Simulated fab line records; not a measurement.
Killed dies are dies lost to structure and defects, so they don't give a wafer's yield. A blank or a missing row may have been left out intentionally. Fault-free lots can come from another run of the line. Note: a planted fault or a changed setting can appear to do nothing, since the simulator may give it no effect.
What tool caused it? | flow nand-harc | 45 wafers from 15 lots sampled at 5 of the route's 1302 steps

## WHAT THE GAUGES READ, wafer by wafer
NHARC_A_BONDPAD_INSPECT_23.
lot  | measured     | on                | raw-defect-count
L927 | day 24 01:41 | defect-inspect-02 | 501 524 488
L926 | day 23 02:36 | defect-inspect-01 | 574 654 547
L928 | day 23 21:34 | defect-inspect-02 | 661 470 511
L938 | day 28 09:34 | defect-inspect-02 | 470 461 455
L939 | day 28 13:58 | defect-inspect-02 | 477 628 659
L940 | day 29 14:27 | defect-inspect-01 | 540 518 428
L942 | day 29 22:26 | defect-inspect-02 | 421 368 321
L943 | day 29 18:06 | defect-inspect-02 | 453 496 456
L944 | day 29 18:52 | defect-inspect-02 | 542 611 505
L945 | day 31 01:02 | defect-inspect-01 | 876 625 984
L946 | day 31 06:22 | defect-inspect-02 | 600 592 800
L949 | day 32 22:14 | defect-inspect-01 | 870 601 518

NHARC_END_SORT_01.
lot  | measured     | on        | killed-at-array | killed-at-other | killed-at-periphery | killed-dies | killed-open | killed-short
L929 | day 25 04:55 | prober-01 | 23 15 20        | 3 2 1           | 651 660 656         | 677 677 677 | 3 3 3       | 4 2 4
L930 | day 25 23:07 | prober-01 | 64 58 46        | 0 2 0           | 613 617 631         | 677 677 677 | 5 1 3       | 1 7 4
L931 | day 25 23:10 | prober-02 | 85 86 86        | 0 0 0           | 592 591 591         | 677 677 677 | 3 1 5       | 2 4 2

## WHAT TOOL EACH LOT RAN ON (gives the tool, then ch and the chambers of the sampled wafers, and finally the start)
lot  | NHARC_P_GATE_ETCH_14                | NHARC_THIN_TSV_DEGAS_49      | NHARC_THIN_TSV_PRE_CLEAN_50
L927 | wet-bench-02 ch 0,4,7, day 4 13:59  | pvd-sputter-03, day 24 17:41 | pvd-sputter-03, no start
L926 | wet-bench-09 ch 3,6,7, day 4 14:09  | pvd-sputter-01, day 23 19:22 | pvd-sputter-01, no start
L928 | wet-bench-03 ch 2,4,7, day 5 02:35  | pvd-sputter-02, day 24 13:04 | pvd-sputter-02, no start
L929 | wet-bench-03 ch 1,2,5, day 5 15:44  | -                            | -
L930 | wet-bench-02 ch 0,5,7, day 5 22:00  | -                            | -
L931 | wet-bench-09 ch 0,2,5, day 6 08:11  | -                            | -
L938 | wet-bench-09 ch 2,4,6, day 9 06:32  | pvd-sputter-03, day 29 00:29 | pvd-sputter-03, no start
L939 | wet-bench-02 ch 3,4,6, day 9 20:22  | pvd-sputter-02, day 29 04:50 | pvd-sputter-02, no start
L940 | wet-bench-03 ch 2,3,5, day 10 13:44 | pvd-sputter-01, day 30 06:14 | pvd-sputter-01, no start
L942 | wet-bench-03 ch 0,1,5, day 11 04:46 | pvd-sputter-01, day 30 12:02 | pvd-sputter-01, no start
L943 | wet-bench-03 ch 0,2,6, day 11 18:08 | pvd-sputter-03, day 30 07:31 | pvd-sputter-03, no start
L944 | wet-bench-09 ch 0,3,5, day 11 18:18 | pvd-sputter-01, day 30 13:14 | pvd-sputter-01, no start
L945 | wet-bench-03 ch 0,2,3, day 12 06:58 | pvd-sputter-01, day 31 16:53 | pvd-sputter-01, no start
L946 | wet-bench-09 ch 3,4,7, day 12 20:40 | pvd-sputter-01, day 32 05:12 | pvd-sputter-01, no start
L949 | wet-bench-02 ch 0,2,7, day 13 22:40 | pvd-sputter-02, day 33 15:01 | pvd-sputter-02, no start
- NHARC_P_GATE_ETCH_14: etches SiO2 in dHF, target depth 48.8 nm.
- NHARC_THIN_TSV_DEGAS_49: time 120 s.
- NHARC_THIN_TSV_PRE_CLEAN_50: time 30 s.

## AS READ BY THE TOOLS THEMSELVES (means over the sampled wafers that have a number; for cases with no such wafer, the mark the record gives instead)
NHARC_THIN_TSV_DEGAS_49.
lot  | tool           | heater-power-w (W)
L927 | pvd-sputter-03 | 499
L926 | pvd-sputter-01 | 468
L928 | pvd-sputter-02 | 422
L938 | pvd-sputter-03 | 444
L939 | pvd-sputter-02 | 408
L940 | pvd-sputter-01 | 446
L942 | pvd-sputter-01 | 445
L943 | pvd-sputter-03 | 456
L944 | pvd-sputter-01 | 451
L945 | pvd-sputter-01 | 468
L946 | pvd-sputter-01 | 495
L949 | pvd-sputter-02 | 417

NHARC_THIN_TSV_PRE_CLEAN_50.
lot  | tool           | heater-power-w (W)
L927 | pvd-sputter-03 | 426
L926 | pvd-sputter-01 | 384
L928 | pvd-sputter-02 | 369
L938 | pvd-sputter-03 | 430
L939 | pvd-sputter-02 | 354
L940 | pvd-sputter-01 | 370
L942 | pvd-sputter-01 | 367
L943 | pvd-sputter-03 | 440
L944 | pvd-sputter-01 | 419
L945 | pvd-sputter-01 | 415
L946 | pvd-sputter-01 | 377
L949 | pvd-sputter-02 | 340

## THE ANSWER, worked out from the rows above alone
Rule: the usual values come from the lots themselves. The widest of any qualifying gaps counts: lots, ordered by their means at a reading, are off when they make up no more than a third of the lots, leave a main group of 4 or more, and stand apart from it by 3 or more times the standard deviation of that group's means. A main group is skipped when, at the precision printed for the reading in the tables above, its means are all equal. Also off: a lot with no number at a reading for which 4 or more lots have one. Any other lot the step has rows for is counted as sound. The gauges are gone through in route order, then the tools' own readings, and for those a lot's mean is taken as printed above. At the first step where some lot is off, the reading lying furthest off is the one used; lots without a number count as furthest.
No lot is off at any reading shown: from this, nothing can be told.

## WHAT THE SIMULATOR HAD INSERTED
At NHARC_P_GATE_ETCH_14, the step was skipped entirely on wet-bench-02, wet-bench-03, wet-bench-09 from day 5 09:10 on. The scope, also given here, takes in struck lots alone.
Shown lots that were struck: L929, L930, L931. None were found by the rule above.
